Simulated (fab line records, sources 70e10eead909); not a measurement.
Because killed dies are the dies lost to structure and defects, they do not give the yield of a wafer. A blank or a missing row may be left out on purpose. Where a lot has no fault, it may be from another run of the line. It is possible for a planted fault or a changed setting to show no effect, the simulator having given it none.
A lot that was struck, set against a sound lot / flow nand_harc / 15 steps out of a route of 1159
Sound: wafers L827.1, L827.4, L827.5. Struck: wafers L835.1, L835.3. (L835.6 of the same lot was not struck and is left out.) The cause comes at the end.
Each step with rows lists, per side, the tool, then ch with its chambers, then its first start. Under that, the readings that differ: sound wafers / struck wafers / difference of the means / sigmas: that difference in standard deviations of wafers without a fault.
alike: readings whose means differ by less than 2 such deviations, and words and numbers that are the same on both sides. not compared: withheld readings, readings that some wafer has no value for, bounds like >300 that may hide the same value, and numbers for which the record gives no deviation and whose values overlap.
The two part at a step that has a row with sigmas, a row that says differs or no value, or rows on one side only. Numbers that don't overlap but have no deviation are shown without sigmas and don't part them. Lack of a reading on every wafer of one side parts them only where that side has two or more wafers.

first, 3 steps without rows for these wafers: NHARC_THIN_TSV_EXPOSE_09 (exposes mask TSV); NHARC_THIN_TSV_PEB_10 (peb time 85 s); NHARC_THIN_TSV_DEVELOP_11 (time 70 s).
NHARC_THIN_TSV_CD_MEAS_12 targets a cd of 1000 nm.
  sound on cd_sem-01 ch 0, day 19 02:11; struck on cd_sem-01 ch 0, day 21 11:34
  alike: cd_nm
then, 1 step without rows for these wafers: NHARC_THIN_TSV_HARDBAKE_13 (time 80 s).
NHARC_THIN_TSV_DESCUM_14: chemistry O2, time 3 s.
  sound on rie_diel-08 ch 0,1, day 19 02:22; struck on rie_diel-01 ch 1,3, day 21 11:44
  alike: drypump_motor_current_A, mfc_ar_sccm, oes_product_au, rf_vpp_V, showerhead_plenum_p_Torr, throttle_valve_pct
  not compared: rf_hours_counter_h
NHARC_THIN_TSV_ETCH_44: etches the open film in CF4/O2, target depth 1594.2 nm, time 797.1 s.
  sound on rie_diel-08 ch 1,2, day 19 02:27; struck on rie_diel-01 ch 2,3, day 21 11:52
  alike: drypump_motor_current_A, mfc_ar_sccm, oes_product_au, rf_vpp_V, showerhead_plenum_p_Torr, throttle_valve_pct
  not compared: rf_hours_counter_h
then, 1 step without rows for these wafers: NHARC_THIN_TSV_ETCH_15 (target depth 3000 nm, bosch target overetch cycles 2, bosch etch step 2.8 s).
NHARC_THIN_TSV_CD_MEAS_16:
  sound: cd_sem-01 at day 19 03:16; struck: cd_sem-02 at day 21 12:32
reading=cd_nm (nm); sound=997.9 998.0 997.3; struck=999.9 1001.2; difference=+2.8; sigmas=+2
NHARC_THIN_TSV_STRIP_45: strips in O2.
  sound on plasma_asher-01 ch 0,1, day 19 03:23; struck on plasma_asher-01 ch 0, day 21 12:39
  alike: drypump_motor_current_A, heater_power_w
  not compared: rf_hours_counter_h
then, 1 step without rows for these wafers: NHARC_THIN_TSV_STRIP_46 (strips in post etch residue remover, time 1200 s).
NHARC_THIN_TSV_DEP_47: deposits SiO2, target thk 200 nm.
  sound on pecvd-03 ch 0,2, day 19 04:11; struck on pecvd-01 ch 0,2, day 21 13:24
  alike: throttle_valve_pct
NHARC_THIN_TSV_ETCHBACK_48: etches the open film in C4F8/Ar, target depth 1028.5 nm, time 405.17 s.
  sound on rie_diel-04 ch 1,2,3, day 19 04:32; struck on rie_diel-01 ch 0,1, day 21 13:49
reading=over_etch_frac; sound=0.3 0.3 0.3; struck=0.099053 0.099053; difference=-0.200947; sigmas=
  alike: oes_product_au, rf_vpp_V
  not compared: rf_hours_counter_h
NHARC_THIN_TSV_STRIP_62: strips in N2/H2, time 20 s.
  sound on plasma_asher-02 ch 0,1, day 19 04:55; struck on plasma_asher-01 ch 1, day 21 14:10
  alike: drypump_motor_current_A, heater_power_w
  not compared: rf_hours_counter_h
NHARC_END_SORT_01:
  sound on prober-02 ch 0, day 20 00:26; struck on prober-01 ch 0, day 22 00:02
  alike: defect_limited_yield, killed_at_array, killed_at_other, killed_at_periphery, killed_dies, killed_open, killed_short, sort_bin_2_pct, sort_bin_3_pct, sort_bin_4_pct, sort_n_pass, sort_rim_yield_pct, sort_yield_pct

## WHERE THEY PART
Only at NHARC_THIN_TSV_CD_MEAS_16, as far as this record shows. Later steps at which nothing parts them and some readings are alike: NHARC_THIN_TSV_STRIP_45, NHARC_THIN_TSV_DEP_47, NHARC_THIN_TSV_ETCHBACK_48, NHARC_THIN_TSV_STRIP_62, NHARC_END_SORT_01.

WHY: what the simulator had put in
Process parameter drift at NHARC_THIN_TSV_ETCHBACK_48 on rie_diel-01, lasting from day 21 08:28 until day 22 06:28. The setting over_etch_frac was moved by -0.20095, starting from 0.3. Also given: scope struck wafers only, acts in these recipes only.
